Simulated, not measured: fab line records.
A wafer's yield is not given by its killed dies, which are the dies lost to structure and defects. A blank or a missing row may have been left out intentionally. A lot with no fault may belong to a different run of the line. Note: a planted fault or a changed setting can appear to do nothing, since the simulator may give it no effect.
What tool caused it? :: flow n5 finfet :: 72 wafers from 24 lots sampled at 6 of the route's 1938 steps

WHAT THE GAUGES SHOWED, per wafer
N5_BEOL_M11_CD_MEAS_28: the cd target is 70 nm. Usual: cd nm reads 70.4 nm (standard deviation 1.1).
lot: L074
measured: day 10 06:20
on: cd sem-03
cd nm (nm): 71.0 71.8 71.3
flag: 

lot: L075
measured: day 10 15:00
on: cd sem-01
cd nm (nm): 71.1 69.5 69.1
flag: 

lot: L076
measured: day 10 15:19
on: cd sem-01
cd nm (nm): 71.0 72.0 70.8
flag: 

lot: L077
measured: day 11 08:55
on: cd sem-02
cd nm (nm): 69.6 71.1 68.9
flag: 

lot: L078
measured: day 11 15:52
on: cd sem-02
cd nm (nm): 69.3 70.3 70.0
flag: 

lot: L079
measured: day 11 18:04
on: cd sem-02
cd nm (nm): 69.5 70.9 70.5
flag: 

lot: L082
measured: day 11 18:58
on: cd sem-01
cd nm (nm): 68.9 70.6 69.8
flag: 

lot: L080
measured: day 12 00:22
on: cd sem-02
cd nm (nm): 67.2 69.5 69.8
flag: 

lot: L081
measured: day 12 11:12
on: cd sem-03
cd nm (nm): 70.8 69.4 70.4
flag: 

lot: L083
measured: day 12 11:22
on: cd sem-03
cd nm (nm): 70.3 70.8 71.0
flag: 

lot: L085
measured: day 13 04:47
on: cd sem-01
cd nm (nm): 69.7 70.2 69.0
flag: 

lot: L084
measured: day 13 04:50
on: cd sem-03
cd nm (nm): 69.9 70.0 70.6
flag: 

lot: L086
measured: day 13 21:29
on: cd sem-03
cd nm (nm): 69.0 69.7 68.0
flag: 

lot: L089
measured: day 14 04:10
on: cd sem-01
cd nm (nm): 70.3 71.5 69.8
flag: 

lot: L088
measured: day 14 04:20
on: cd sem-01
cd nm (nm): 69.4 67.5 69.7
flag: 

lot: L087
measured: day 14 04:30
on: cd sem-02
cd nm (nm): 71.9 70.5 69.1
flag: 

lot: L091
measured: day 14 09:56
on: cd sem-01
cd nm (nm): 72.2 71.5 69.3
flag: 

lot: L090
measured: day 14 11:10
on: cd sem-03
cd nm (nm): 72.0 72.2 69.7
flag: 

lot: L092
measured: day 15 02:23
on: cd sem-01
cd nm (nm): 73.6 71.9 71.5
flag: 

lot: L093
measured: day 15 07:26
on: cd sem-02
cd nm (nm): 70.1 71.4 70.4
flag: 

lot: L095
measured: day 15 23:22
on: cd sem-02
cd nm (nm): 71.2 70.7 70.6
flag: 

lot: L094
measured: day 16 01:05
on: cd sem-02
cd nm (nm): 69.6 70.4 69.2
flag: 

lot: L096
measured: day 16 04:54
on: cd sem-02
cd nm (nm): 71.2 71.8 69.4
flag: 

lot: L097
measured: day 16 21:37
on: cd sem-03
cd nm (nm): 70.5 72.4 71.3
flag: 

N5_BEOL_M11_THK_MEAS_53: measures by xrf. Usual: M11_THK typically reads 143 nm, with standard deviation 3.1.
lot: L074
measured: day 10 11:25
on: film metro-02
M11_THK (nm): 139 141 143
flag: 

lot: L075
measured: day 10 19:08
on: film metro-02
M11_THK (nm): 143 141 143
flag: 

lot: L076
measured: day 10 19:11
on: film metro-01
M11_THK (nm): 142 145 142
flag: 

lot: L077
measured: day 11 12:28
on: film metro-02
M11_THK (nm): 142 137 138
flag: 

lot: L078
measured: day 11 20:32
on: film metro-02
M11_THK (nm): 137 143 143
flag: 

lot: L079
measured: day 11 21:17
on: film metro-02
M11_THK (nm): 141 138 144
flag: 

lot: L082
measured: day 11 23:54
on: film metro-02
M11_THK (nm): 139 135 143
flag: 

lot: L080
measured: day 12 03:40
on: film metro-02
M11_THK (nm): 143 143 145
flag: 

lot: L081
measured: day 12 15:05
on: film metro-02
M11_THK (nm): 136 141 144
flag: 

lot: L083
measured: day 12 15:19
on: film metro-01
M11_THK (nm): 147 138 140
flag: 

lot: L085
measured: day 13 07:34
on: film metro-01
M11_THK (nm): 140 147 145
flag: 

lot: L084
measured: day 13 07:52
on: film metro-01
M11_THK (nm): 144 147 146
flag: 

lot: L086
measured: day 14 01:11
on: film metro-02
M11_THK (nm): 139 145 141
flag: 

lot: L089
measured: day 14 07:20
on: film metro-01
M11_THK (nm): 144 144 145
flag: 

lot: L088
measured: day 14 07:47
on: film metro-01
M11_THK (nm): 142 145 147
flag: 

lot: L087
measured: day 14 09:05
on: film metro-02
M11_THK (nm): 148 144 143
flag: 

lot: L091
measured: day 14 13:33
on: film metro-01
M11_THK (nm): 142 143 143
flag: 

lot: L090
measured: day 14 15:56
on: film metro-01
M11_THK (nm): 147 144 145
flag: 

lot: L092
measured: day 15 05:44
on: film metro-02
M11_THK (nm): 142 145 145
flag: 

lot: L093
measured: day 15 11:48
on: film metro-01
M11_THK (nm): 143 146 143
flag: 

lot: L095
measured: day 16 03:05
on: film metro-01
M11_THK (nm): 145 137 144
flag: 

lot: L094
measured: day 16 04:04
on: film metro-02
M11_THK (nm): 145 136 144
flag: 

lot: L096
measured: day 16 08:19
on: film metro-01
M11_THK (nm): 141 143 140
flag: 

lot: L097
measured: day 17 01:22
on: film metro-02
M11_THK (nm): 144 146 145
flag: 

N5_BEOL_M11_INSPECT_58: inspects for defects (darkfield). Usual: raw defect count reads 64 (standard deviation 20).
lot: L074
measured: day 10 11:34
on: defect inspect-01
raw defect count: 52 44 47
flag: 

lot: L075
measured: day 10 19:17
on: defect inspect-01
raw defect count: 104 75 86
flag: 

lot: L076
measured: day 10 19:22
on: defect inspect-01
raw defect count: 57 113 78
flag: 

lot: L077
measured: day 11 12:38
on: defect inspect-01
raw defect count: 92 78 45
flag: 

lot: L078
measured: day 11 20:41
on: defect inspect-02
raw defect count: 81 81 61
flag: 

lot: L079
measured: day 11 21:26
on: defect inspect-01
raw defect count: 62 56 40
flag: 

lot: L082
measured: day 12 00:03
on: defect inspect-01
raw defect count: 64 88 45
flag: 

lot: L080
measured: day 12 03:49
on: defect inspect-02
raw defect count: 73 46 66
flag: 

lot: L081
measured: day 12 15:14
on: defect inspect-01
raw defect count: 72 65 57
flag: 

lot: L083
measured: day 12 15:28
on: defect inspect-01
raw defect count: 51 59 44
flag: 

lot: L085
measured: day 13 07:43
on: defect inspect-02
raw defect count: 61 51 57
flag: 

lot: L084
measured: day 13 08:02
on: defect inspect-01
raw defect count: 81 63 78
flag: 

lot: L086
measured: day 14 01:20
on: defect inspect-01
raw defect count: 124 88 80
flag: 

lot: L089
measured: day 14 07:29
on: defect inspect-02
raw defect count: 64 79 31
flag: 

lot: L088
measured: day 14 07:56
on: defect inspect-02
raw defect count: 52 59 117
flag: 

lot: L087
measured: day 14 09:14
on: defect inspect-02
raw defect count: 59 58 55
flag: 

lot: L091
measured: day 14 13:42
on: defect inspect-01
raw defect count: 36 38 62
flag: 

lot: L090
measured: day 14 16:05
on: defect inspect-02
raw defect count: 64 61 61
flag: 

lot: L092
measured: day 15 05:53
on: defect inspect-02
raw defect count: 44 60 39
flag: 

lot: L093
measured: day 15 11:59
on: defect inspect-01
raw defect count: 51 55 58
flag: 

lot: L095
measured: day 16 03:14
on: defect inspect-02
raw defect count: 66 90 52
flag: 

lot: L094
measured: day 16 04:13
on: defect inspect-02
raw defect count: 126 65 85
flag: 

lot: L096
measured: day 16 08:28
on: defect inspect-01
raw defect count: 67 73 59
flag: 

lot: L097
measured: day 17 01:31
on: defect inspect-02
raw defect count: 48 79 42
flag: 

WHICH TOOL RAN EACH LOT (tool, then ch and the chambers of the sampled wafers, then the start)
lot: L074
N5_BEOL_M11_VIA_ETCH_34: rie diel-06 ch 1,2,3, day 10 06:38
N5_BEOL_M11_ALD_74: ald metal-04 ch 0,1,2, day 10 08:04
N5_BEOL_M11_CMP_52: cmp-04 ch 1,2,3, day 10 11:12

lot: L075
N5_BEOL_M11_VIA_ETCH_34: rie diel-04 ch 0,3, day 10 15:34
N5_BEOL_M11_ALD_74: ald metal-01 ch 1,2, day 10 17:26
N5_BEOL_M11_CMP_52: cmp-03 ch 0,1,2, day 10 18:55

lot: L076
N5_BEOL_M11_VIA_ETCH_34: rie diel-06 ch 0,2, day 10 15:37
N5_BEOL_M11_ALD_74: ald metal-04 ch 0,1,3, day 10 17:31
N5_BEOL_M11_CMP_52: cmp-04 ch 0,1,3, day 10 18:58

lot: L077
N5_BEOL_M11_VIA_ETCH_34: rie diel-06 ch 1,2, day 11 09:13
N5_BEOL_M11_ALD_74: ald metal-01 ch 1,3, day 11 10:20
N5_BEOL_M11_CMP_52: cmp-04 ch 1,3, day 11 12:13

lot: L078
N5_BEOL_M11_VIA_ETCH_34: rie diel-06 ch 1,2,3, day 11 16:58
N5_BEOL_M11_ALD_74: ald metal-01 ch 1,2, day 11 17:53
N5_BEOL_M11_CMP_52: cmp-04 ch 2,3, day 11 20:14

lot: L079
N5_BEOL_M11_VIA_ETCH_34: rie diel-06 ch 0,2,3, day 11 18:25
N5_BEOL_M11_ALD_74: ald metal-04 ch 0,1,3, day 11 19:57
N5_BEOL_M11_CMP_52: cmp-03 ch 0,1,3, day 11 21:00

lot: L082
N5_BEOL_M11_VIA_ETCH_34: rie diel-06 ch 0,1,2, day 11 19:25
N5_BEOL_M11_ALD_74: ald metal-04 ch 0,1,2, day 11 20:25
N5_BEOL_M11_CMP_52: cmp-03 ch 0,1,3, day 11 23:39

lot: L080
N5_BEOL_M11_VIA_ETCH_34: rie diel-04 ch 1,2, day 12 00:40
N5_BEOL_M11_ALD_74: ald metal-01 ch 0,1,2, day 12 01:41
N5_BEOL_M11_CMP_52: cmp-03 ch 0,1,2, day 12 03:23

lot: L081
N5_BEOL_M11_VIA_ETCH_34: rie diel-06 ch 0,1,2, day 12 11:34
N5_BEOL_M11_ALD_74: ald metal-01 ch 1,2,3, day 12 12:30
N5_BEOL_M11_CMP_52: cmp-03 ch 0,1,3, day 12 14:47

lot: L083
N5_BEOL_M11_VIA_ETCH_34: rie diel-03 ch 1,2, day 12 12:07
N5_BEOL_M11_ALD_74: ald metal-03 ch 0,1, day 12 13:08
N5_BEOL_M11_CMP_52: cmp-03 ch 0,1,3, day 12 15:04

lot: L085
N5_BEOL_M11_VIA_ETCH_34: rie diel-06 ch 0,2,3, day 13 05:05
N5_BEOL_M11_ALD_74: ald metal-03 ch 0,1, day 13 06:00
N5_BEOL_M11_CMP_52: cmp-03 ch 0,1, day 13 07:19

lot: L084
N5_BEOL_M11_VIA_ETCH_34: rie diel-04 ch 0,1,3, day 13 05:07
N5_BEOL_M11_ALD_74: ald metal-04 ch 0,1,3, day 13 06:05
N5_BEOL_M11_CMP_52: cmp-04 ch 0,2, day 13 07:37

lot: L086
N5_BEOL_M11_VIA_ETCH_34: rie diel-06 ch 1,2,3, day 13 21:47
N5_BEOL_M11_ALD_74: ald metal-04 ch 0,1,3, day 13 23:46
N5_BEOL_M11_CMP_52: cmp-04 ch 0,2, day 14 00:53

lot: L089
N5_BEOL_M11_VIA_ETCH_34: rie diel-04 ch 0,1,3, day 14 04:28
N5_BEOL_M11_ALD_74: ald metal-04 ch 0,2, day 14 05:23
N5_BEOL_M11_CMP_52: cmp-02 ch 0,1,2, day 14 07:05

lot: L088
N5_BEOL_M11_VIA_ETCH_34: rie diel-06 ch 0,1,3, day 14 04:38
N5_BEOL_M11_ALD_74: ald metal-01 ch 0,1,2, day 14 05:39
N5_BEOL_M11_CMP_52: cmp-03 ch 1,2,3, day 14 07:29

lot: L087
N5_BEOL_M11_VIA_ETCH_34: rie diel-03 ch 0,2,3, day 14 05:03
N5_BEOL_M11_ALD_74: ald metal-03 ch 0,3, day 14 06:03
N5_BEOL_M11_CMP_52: cmp-04 ch 0,3, day 14 08:47

lot: L091
N5_BEOL_M11_VIA_ETCH_34: rie diel-06 ch 0,3, day 14 10:14
N5_BEOL_M11_ALD_74: ald metal-04 ch 0,3, day 14 12:08
N5_BEOL_M11_CMP_52: cmp-02 ch 0,1,3, day 14 13:17

lot: L090
N5_BEOL_M11_VIA_ETCH_34: rie diel-03 ch 0,3, day 14 11:28
N5_BEOL_M11_ALD_74: ald metal-04 ch 0,3, day 14 12:44
N5_BEOL_M11_CMP_52: cmp-04 ch 1,3, day 14 15:40

lot: L092
N5_BEOL_M11_VIA_ETCH_34: rie diel-06 ch 0,2, day 15 02:41
N5_BEOL_M11_ALD_74: ald metal-01 ch 0,2,3, day 15 04:01
N5_BEOL_M11_CMP_52: cmp-04 ch 0,3, day 15 05:26

lot: L093
N5_BEOL_M11_VIA_ETCH_34: rie diel-04 ch 1,2, day 15 08:14
N5_BEOL_M11_ALD_74: ald metal-03 ch 0,1, day 15 10:19
N5_BEOL_M11_CMP_52: cmp-02 ch 0,2,3, day 15 11:37

lot: L095
N5_BEOL_M11_VIA_ETCH_34: rie diel-03 ch 0,1, day 15 23:40
N5_BEOL_M11_ALD_74: ald metal-03 ch 0,1,2, day 16 01:41
N5_BEOL_M11_CMP_52: cmp-04 ch 0,2, day 16 02:47

lot: L094
N5_BEOL_M11_VIA_ETCH_34: rie diel-03 ch 1,2, day 16 01:23
N5_BEOL_M11_ALD_74: ald metal-04 ch 1,2, day 16 02:40
N5_BEOL_M11_CMP_52: cmp-03 ch 0,2, day 16 03:46

lot: L096
N5_BEOL_M11_VIA_ETCH_34: rie diel-04 ch 1,2,3, day 16 05:12
N5_BEOL_M11_ALD_74: ald metal-03 ch 0,2,3, day 16 06:06
N5_BEOL_M11_CMP_52: cmp-03 ch 0,1,3, day 16 08:02

lot: L097
N5_BEOL_M11_VIA_ETCH_34: rie diel-06 ch 1,2, day 16 21:55
N5_BEOL_M11_ALD_74: ald metal-04 ch 0,2,3, day 16 22:56
N5_BEOL_M11_CMP_52: cmp-03 ch 0,1,3, day 17 01:09
- N5_BEOL_M11_VIA_ETCH_34: etches SiCOH lowk in C4F6/O2, target depth 184.5 nm, time 69.2 s.
- N5_BEOL_M11_ALD_74: deposits TaN, target thk 2 nm, pulse time 2 s, purge time 3 s.
- N5_BEOL_M11_CMP_52: polishes, stops on SiCOH lowk, t overpolish 7 s, target thk 140 nm.

WHAT THE TOOLS THEMSELVES READ (means of the sampled wafers that have a number; where no wafer has one, the mark that the record gives instead)
N5_BEOL_M11_VIA_ETCH_34. Usual: drypump motor current A 5.8 A, standard deviation 0.56; oes product au 0.82 a.u., standard deviation 0.076; rf vpp V 666 V, standard deviation 12; showerhead plenum p Torr 2.91 Torr, standard deviation 0.072; throttle valve pct 20.78 %, standard deviation 0.19.
lot: L074
tool: rie diel-06
drypump motor current A (A): 6.1
oes product au (a.u.): 0.78
rf vpp V (V): 661
showerhead plenum p Torr (Torr): 2.85
throttle valve pct (%): 20.76
flag: 

lot: L075
tool: rie diel-04
drypump motor current A (A): 6.1
oes product au (a.u.): 0.85
rf vpp V (V): 677
showerhead plenum p Torr (Torr): 2.89
throttle valve pct (%): 20.90
flag: 

lot: L076
tool: rie diel-06
drypump motor current A (A): 5.8
oes product au (a.u.): 0.88
rf vpp V (V): 677
showerhead plenum p Torr (Torr): 2.88
throttle valve pct (%): 20.68
flag: 

lot: L077
tool: rie diel-06
drypump motor current A (A): 6.4
oes product au (a.u.): 0.74
rf vpp V (V): 656
showerhead plenum p Torr (Torr): 2.87
throttle valve pct (%): 20.85
flag: 

lot: L078
tool: rie diel-06
drypump motor current A (A): 6.1
oes product au (a.u.): 0.77
rf vpp V (V): 659
showerhead plenum p Torr (Torr): 2.85
throttle valve pct (%): 20.76
flag: 

lot: L079
tool: rie diel-06
drypump motor current A (A): 5.8
oes product au (a.u.): 0.83
rf vpp V (V): 669
showerhead plenum p Torr (Torr): 2.85
throttle valve pct (%): 20.70
flag: 

lot: L082
tool: rie diel-06
drypump motor current A (A): 6.1
oes product au (a.u.): 0.80
rf vpp V (V): 666
showerhead plenum p Torr (Torr): 2.87
throttle valve pct (%): 20.78
flag: 

lot: L080
tool: rie diel-04
drypump motor current A (A): 4.9
oes product au (a.u.): 0.88
rf vpp V (V): 659
showerhead plenum p Torr (Torr): 2.96
throttle valve pct (%): 20.60
flag: 

lot: L081
tool: rie diel-06
drypump motor current A (A): 6.1
oes product au (a.u.): 0.79
rf vpp V (V): 665
showerhead plenum p Torr (Torr): 2.87
throttle valve pct (%): 20.77
flag: 

lot: L083
tool: rie diel-03
drypump motor current A (A): 5.3
oes product au (a.u.): 0.80
rf vpp V (V): 682
showerhead plenum p Torr (Torr): 2.95
throttle valve pct (%): 20.84
flag: 

lot: L085
tool: rie diel-06
drypump motor current A (A): 5.8
oes product au (a.u.): 0.82
rf vpp V (V): 669
showerhead plenum p Torr (Torr): 2.85
throttle valve pct (%): 20.70
flag: 

lot: L084
tool: rie diel-04
drypump motor current A (A): 5.5
oes product au (a.u.): 0.85
rf vpp V (V): 671
showerhead plenum p Torr (Torr): 2.90
throttle valve pct (%): 20.74
flag: 

lot: L086
tool: rie diel-06
drypump motor current A (A): 6.1
oes product au (a.u.): 0.76
rf vpp V (V): 659
showerhead plenum p Torr (Torr): 2.84
throttle valve pct (%): 20.79
flag: 

lot: L089
tool: rie diel-04
drypump motor current A (A): 5.5
oes product au (a.u.): 0.84
rf vpp V (V): 670
showerhead plenum p Torr (Torr): 2.90
throttle valve pct (%): 20.76
flag: 

lot: L088
tool: rie diel-06
drypump motor current A (A): 6.2
oes product au (a.u.): 0.75
rf vpp V (V): 665
showerhead plenum p Torr (Torr): 2.88
throttle valve pct (%): 20.91
flag: 

lot: L087
tool: rie diel-03
drypump motor current A (A): 5.7
oes product au (a.u.): 0.89
rf vpp V (V): 667
showerhead plenum p Torr (Torr): 3.02
throttle valve pct (%): 20.79
flag: 

lot: L091
tool: rie diel-06
drypump motor current A (A): 5.9
oes product au (a.u.): 0.81
rf vpp V (V): 676
showerhead plenum p Torr (Torr): 2.88
throttle valve pct (%): 20.84
flag: 

lot: L090
tool: rie diel-03
drypump motor current A (A): 6.0
oes product au (a.u.): 0.86
rf vpp V (V): 656
showerhead plenum p Torr (Torr): 3.01
throttle valve pct (%): 20.79
flag: 

lot: L092
tool: rie diel-06
drypump motor current A (A): 5.8
oes product au (a.u.): 0.84
rf vpp V (V): 676
showerhead plenum p Torr (Torr): 2.86
throttle valve pct (%): 20.73
flag: 

lot: L093
tool: rie diel-04
drypump motor current A (A): 5.2
oes product au (a.u.): 0.84
rf vpp V (V): 655
showerhead plenum p Torr (Torr): 2.97
throttle valve pct (%): 20.73
flag: 

lot: L095
tool: rie diel-03
drypump motor current A (A): 5.7
oes product au (a.u.): 0.81
rf vpp V (V): 665
showerhead plenum p Torr (Torr): 2.97
throttle valve pct (%): 20.78
flag: 

lot: L094
tool: rie diel-03
drypump motor current A (A): 5.2
oes product au (a.u.): 0.83
rf vpp V (V): 687
showerhead plenum p Torr (Torr): 2.99
throttle valve pct (%): 20.80
flag: 

lot: L096
tool: rie diel-04
drypump motor current A (A): 5.2
oes product au (a.u.): 0.83
rf vpp V (V): 662
showerhead plenum p Torr (Torr): 2.94
throttle valve pct (%): 20.69
flag: 

lot: L097
tool: rie diel-06
drypump motor current A (A): 5.9
oes product au (a.u.): 0.86
rf vpp V (V): 659
showerhead plenum p Torr (Torr): 2.82
throttle valve pct (%): 20.59
flag: 

N5_BEOL_M11_ALD_74. Usual: heater power w 407 W, standard deviation 35; mfc carrier sccm 1500 sccm, standard deviation 4.5.
lot: L074
tool: ald metal-04
heater power w (W): 414
mfc carrier sccm (sccm): 1500
flag: 

lot: L075
tool: ald metal-01
heater power w (W): 407
mfc carrier sccm (sccm): 1497
flag: 

lot: L076
tool: ald metal-04
heater power w (W): 418
mfc carrier sccm (sccm): 1504
flag: 

lot: L077
tool: ald metal-01
heater power w (W): 455
mfc carrier sccm (sccm): 1503
flag: 

lot: L078
tool: ald metal-01
heater power w (W): 414
mfc carrier sccm (sccm): 1501
flag: 

lot: L079
tool: ald metal-04
heater power w (W): 413
mfc carrier sccm (sccm): 1502
flag: 

lot: L082
tool: ald metal-04
heater power w (W): 400
mfc carrier sccm (sccm): 1503
flag: 

lot: L080
tool: ald metal-01
heater power w (W): 412
mfc carrier sccm (sccm): 1503
flag: 

lot: L081
tool: ald metal-01
heater power w (W): 425
mfc carrier sccm (sccm): 1498
flag: 

lot: L083
tool: ald metal-03
heater power w (W): 378
mfc carrier sccm (sccm): 1500
flag: 

lot: L085
tool: ald metal-03
heater power w (W): 364
mfc carrier sccm (sccm): 1503
flag: 

lot: L084
tool: ald metal-04
heater power w (W): 421
mfc carrier sccm (sccm): 1502
flag: 

lot: L086
tool: ald metal-04
heater power w (W): 417
mfc carrier sccm (sccm): 1502
flag: 

lot: L089
tool: ald metal-04
heater power w (W): 391
mfc carrier sccm (sccm): 1497
flag: 

lot: L088
tool: ald metal-01
heater power w (W): 410
mfc carrier sccm (sccm): 1498
flag: 

lot: L087
tool: ald metal-03
heater power w (W): 376
mfc carrier sccm (sccm): 1496
flag: 

lot: L091
tool: ald metal-04
heater power w (W): 408
mfc carrier sccm (sccm): 1503
flag: 

lot: L090
tool: ald metal-04
heater power w (W): 430
mfc carrier sccm (sccm): 1498
flag: 

lot: L092
tool: ald metal-01
heater power w (W): 423
mfc carrier sccm (sccm): 1502
flag: 

lot: L093
tool: ald metal-03
heater power w (W): 365
mfc carrier sccm (sccm): 1501
flag: 

lot: L095
tool: ald metal-03
heater power w (W): 365
mfc carrier sccm (sccm): 1499
flag: 

lot: L094
tool: ald metal-04
heater power w (W): 418
mfc carrier sccm (sccm): 1505
flag: 

lot: L096
tool: ald metal-03
heater power w (W): 366
mfc carrier sccm (sccm): 1503
flag: 

lot: L097
tool: ald metal-04
heater power w (W): 411
mfc carrier sccm (sccm): 1501
flag: 

N5_BEOL_M11_CMP_52. Usual: barrier field endpoint s 29.2 s, standard deviation 0.63; clearing platen rpm 50.001 rpm, standard deviation 0.027; motor current A 6.2 A, standard deviation 0.37; overpolish run s 6.998 s, standard deviation 0.0083; time to endpoint s 67.0 s, standard deviation 2.8.
lot: L074
tool: cmp-04
barrier field endpoint s (s): 29.1
clearing platen rpm (rpm): 50.014
motor current A (A): 6.3
overpolish run s (s): 6.997
time to endpoint s (s): 66.9
flag: 

lot: L075
tool: cmp-03
barrier field endpoint s (s): 29.1
clearing platen rpm (rpm): 50.012
motor current A (A): 6.6
overpolish run s (s): 7.001
time to endpoint s (s): 67.6
flag: 

lot: L076
tool: cmp-04
barrier field endpoint s (s): 29.4
clearing platen rpm (rpm): 50.000
motor current A (A): 6.1
overpolish run s (s): 6.993
time to endpoint s (s): 64.5
flag: 

lot: L077
tool: cmp-04
barrier field endpoint s (s): 29.7
clearing platen rpm (rpm): 49.964
motor current A (A): 6.4
overpolish run s (s): 7.006
time to endpoint s (s): 68.0
flag: 

lot: L078
tool: cmp-04
barrier field endpoint s (s): 29.5
clearing platen rpm (rpm): 49.992
motor current A (A): 6.1
overpolish run s (s): 7.003
time to endpoint s (s): 68.3
flag: 

lot: L079
tool: cmp-03
barrier field endpoint s (s): 29.2
clearing platen rpm (rpm): 50.002
motor current A (A): 6.3
overpolish run s (s): 6.992
time to endpoint s (s): 67.9
flag: 

lot: L082
tool: cmp-03
barrier field endpoint s (s): 29.0
clearing platen rpm (rpm): 50.026
motor current A (A): 6.2
overpolish run s (s): 6.996
time to endpoint s (s): 66.6
flag: 

lot: L080
tool: cmp-03
barrier field endpoint s (s): 29.2
clearing platen rpm (rpm): 49.986
motor current A (A): 6.4
overpolish run s (s): 6.999
time to endpoint s (s): 66.6
flag: 

lot: L081
tool: cmp-03
barrier field endpoint s (s): 29.1
clearing platen rpm (rpm): 50.005
motor current A (A): 6.1
overpolish run s (s): 6.988
time to endpoint s (s): 66.1
flag: 

lot: L083
tool: cmp-03
barrier field endpoint s (s): 29.3
clearing platen rpm (rpm): 50.005
motor current A (A): 6.4
overpolish run s (s): 6.991
time to endpoint s (s): 65.3
flag: 

lot: L085
tool: cmp-03
barrier field endpoint s (s): 28.7
clearing platen rpm (rpm): 49.990
motor current A (A): 6.2
overpolish run s (s): 6.995
time to endpoint s (s): 68.4
flag: 

lot: L084
tool: cmp-04
barrier field endpoint s (s): 29.1
clearing platen rpm (rpm): 50.008
motor current A (A): 6.1
overpolish run s (s): 6.994
time to endpoint s (s): 69.1
flag: 

lot: L086
tool: cmp-04
barrier field endpoint s (s): 29.4
clearing platen rpm (rpm): 49.993
motor current A (A): 6.0
overpolish run s (s): 7.002
time to endpoint s (s): 65.8
flag: 

lot: L089
tool: cmp-02
barrier field endpoint s (s): 28.5
clearing platen rpm (rpm): 49.990
motor current A (A): 6.4
overpolish run s (s): 6.997
time to endpoint s (s): 64.9
flag: 

lot: L088
tool: cmp-03
barrier field endpoint s (s): 29.2
clearing platen rpm (rpm): 49.989
motor current A (A): 6.6
overpolish run s (s): 6.992
time to endpoint s (s): 67.9
flag: 

lot: L087
tool: cmp-04
barrier field endpoint s (s): 29.1
clearing platen rpm (rpm): 49.996
motor current A (A): 6.1
overpolish run s (s): 6.998
time to endpoint s (s): 65.8
flag: 

lot: L091
tool: cmp-02
barrier field endpoint s (s): 28.6
clearing platen rpm (rpm): 49.989
motor current A (A): 6.0
overpolish run s (s): 6.995
time to endpoint s (s): 65.5
flag: 

lot: L090
tool: cmp-04
barrier field endpoint s (s): 29.0
clearing platen rpm (rpm): 50.025
motor current A (A): 6.1
overpolish run s (s): 6.997
time to endpoint s (s): 67.1
flag: 

lot: L092
tool: cmp-04
barrier field endpoint s (s): 29.5
clearing platen rpm (rpm): 49.973
motor current A (A): 6.0
overpolish run s (s): 6.999
time to endpoint s (s): 66.9
flag: 

lot: L093
tool: cmp-02
barrier field endpoint s (s): 28.8
clearing platen rpm (rpm): 50.009
motor current A (A): 5.7
overpolish run s (s): 7.006
time to endpoint s (s): 65.6
flag: 

lot: L095
tool: cmp-04
barrier field endpoint s (s): 29.1
clearing platen rpm (rpm): 50.011
motor current A (A): 6.1
overpolish run s (s): 7.004
time to endpoint s (s): 68.9
flag: 

lot: L094
tool: cmp-03
barrier field endpoint s (s): 29.7
clearing platen rpm (rpm): 49.992
motor current A (A): 6.6
overpolish run s (s): 6.994
time to endpoint s (s): 67.6
flag: 

lot: L096
tool: cmp-03
barrier field endpoint s (s): 29.7
clearing platen rpm (rpm): 49.991
motor current A (A): 6.4
overpolish run s (s): 6.991
time to endpoint s (s): 72.0
flag: 

lot: L097
tool: cmp-03
barrier field endpoint s (s): 29.2
clearing platen rpm (rpm): 49.998
motor current A (A): 6.4
overpolish run s (s): 6.998
time to endpoint s (s): 72.0
flag: 

THE ANSWER, worked out from the rows above alone
Rule: take the mean of a lot's wafers that have a number; if it is more than 3 standard deviations from the usual mean, the lot is off. A lot without any number at a reading at which 4 lots or more have one is off too. Where the step has rows for the other lots, those lots are counted as sound. After the gauges, taken in route order, come the tools' own readings; for these a lot's mean is taken, as printed above. The first step at which some lot is off is used, and at that step the reading that is off furthest; a lot without a number counts as furthest.
Across all readings shown, no lot is off: no conclusion can be drawn from this.

WHAT THE SIMULATOR HAD PUT IN
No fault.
